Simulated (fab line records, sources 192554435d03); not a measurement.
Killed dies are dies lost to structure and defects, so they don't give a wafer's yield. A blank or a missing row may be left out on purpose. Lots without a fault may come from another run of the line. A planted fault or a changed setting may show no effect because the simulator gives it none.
Split-lot experiment | flow n5_finfet | 7 lots, 39 wafers read, on a route of 1938 steps

THE SPLIT
At N5_SD_EPI_N_ETCH_35 (etches SOC in N2/H2, overetch 108 nm, time 486 s), the setting source_w was moved away from the recipe's 3000 W on 12 of the 39 wafers read, by -17.7% to -11.7%. The other wafers ran this setting at the recipe's value.

The reading is taken at the split's own step.

THE READING
rf_vpp_V, in V, at N5_SD_EPI_N_ETCH_35 (etches SOC in N2/H2, overetch 108 nm, time 486 s). Fault-free wafers of this fab line usually give 240.6 V, standard deviation 1.3 V.

wafer  | tool, chamber at the split | source_w as run, W | against the recipe | rf_vpp_V, V | against lot-mates on the recipe
L083.1 | rie_diel-04, 3             | 3000               | recipe             | 239.7       | -
L083.2 | rie_diel-04, 0             | 3000               | recipe             | 241.5       | -
L083.3 | rie_diel-04, 1             | 3000               | recipe             | 240.2       | -
L083.4 | rie_diel-04, 2             | 3000               | recipe             | 241.2       | -
L083.5 | rie_diel-04, 3             | 3000               | recipe             | 240.2       | -
L083.6 | rie_diel-04, 0             | 3000               | recipe             | 242.2       | -
L086.1 | rie_diel-02, 0             | 2645               | -11.8%             | 252.8       | +13.0
L086.2 | rie_diel-02, 3             | 2645               | -11.8%             | 251.4       | +11.6
L086.3 | rie_diel-02, 2             | 2645               | -11.8%             | 252.5       | +12.7
L086.4 | rie_diel-02, 1             | 3000               | recipe             | 238.8       | -
L086.5 | rie_diel-02, 1             | 3000               | recipe             | 239.1       | -
L086.6 | rie_diel-02, 0             | 3000               | recipe             | 241.6       | -
L088.1 | rie_diel-02, 1             | 3000               | recipe             | 238.6       | -
L088.2 | rie_diel-02, 2             | 2648               | -11.7%             | 252.3       | +12.6
L088.3 | rie_diel-02, 0             | 2648               | -11.7%             | 252.7       | +13.0
L088.4 | rie_diel-02, 3             | 3000               | recipe             | 240.4       | -
L088.5 | rie_diel-02, 2             | 3000               | recipe             | 240.2       | -
L088.6 | rie_diel-02, 3             | 2648               | -11.7%             | 249.5       | +9.8
L091.1 | rie_diel-02, 3             | 3000               | recipe             | 238.7       | -
L091.4 | rie_diel-02, 1             | 3000               | recipe             | 238.8       | -
L091.6 | rie_diel-02, 2             | 3000               | recipe             | 242.3       | -
L092.1 | rie_diel-02, 1             | 3000               | recipe             | 238.9       | -
L092.2 | rie_diel-02, 0             | 3000               | recipe             | 241.5       | -
L092.3 | rie_diel-02, 3             | 3000               | recipe             | 241.1       | -
L092.4 | rie_diel-02, 2             | 3000               | recipe             | 241.6       | -
L092.5 | rie_diel-02, 3             | 3000               | recipe             | 238.3       | -
L092.6 | rie_diel-02, 0             | 3000               | recipe             | 243.6       | -
L095.1 | rie_diel-02, 2             | 2498               | -16.7%             | 257.7       | +17.7
L095.2 | rie_diel-02, 1             | 3000               | recipe             | 239.8       | -
L095.3 | rie_diel-02, 0             | 2498               | -16.7%             | 258.0       | +18.0
L095.4 | rie_diel-02, 3             | 3000               | recipe             | 240.0       | -
L095.5 | rie_diel-02, 3             | 2498               | -16.7%             | 255.5       | +15.5
L095.6 | rie_diel-02, 0             | 3000               | recipe             | 240.3       | -
L097.1 | rie_diel-06, 2             | 2470               | -17.7%             | 258.2       | +16.9
L097.2 | rie_diel-06, 3             | 2470               | -17.7%             | 254.9       | +13.6
L097.3 | rie_diel-06, 1             | 2470               | -17.7%             | 255.3       | +14.0
L097.4 | rie_diel-06, 1             | 3000               | recipe             | 242.0       | -
L097.5 | rie_diel-06, 2             | 3000               | recipe             | 241.5       | -
L097.6 | rie_diel-06, 3             | 3000               | recipe             | 240.5       | -

THE FIT
A straight line over all 39 wafers: rf_vpp_V changes by -0.945 V for each +1% of source_w; r = -0.98; the points scatter about the line by 1.4 V.
The same after taking each lot's own level away (the mean of its wafers on the recipe; 39 wafers): -0.951 V for each +1%; r = -0.98; scatter 1.5 V.
On that fit, the largest move of source_w shifts the reading by 17 V.
The lots' own levels span 239.73 to 241.33 V, that is 1.2 times the standard deviation above.
So the lot-to-lot level changes the slope little: the two slopes agree.
Check: with one of the wafers moved furthest among these (-17.7%) left out of the fit, the line predicts +16.9 V for it against its lot-mates. It came out at +16.9 V against them.
Tool readings at the split's step, against how far the setting was moved: rf_vpp_V r = -0.98.

OTHER SPLITS ON THESE WAFERS
These wafers also went through other splits before the reading. Each is held against what the fit with the lots' levels taken away leaves over:
other split on the same wafers  | wafers away from the commonest value | r with rf_vpp_V (lot level and that fit taken away)
N5_DUMMY_GATE_EXPOSE_12 dose_mj | 15                                   | +0.02
N5_DUMMY_GATE_ETCH_32 time_s    | 12                                   | -0.32

THE FILE'S OWN FIT
rf_vpp_V changes by -0.957 V for each +1% of source_w, r = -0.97.
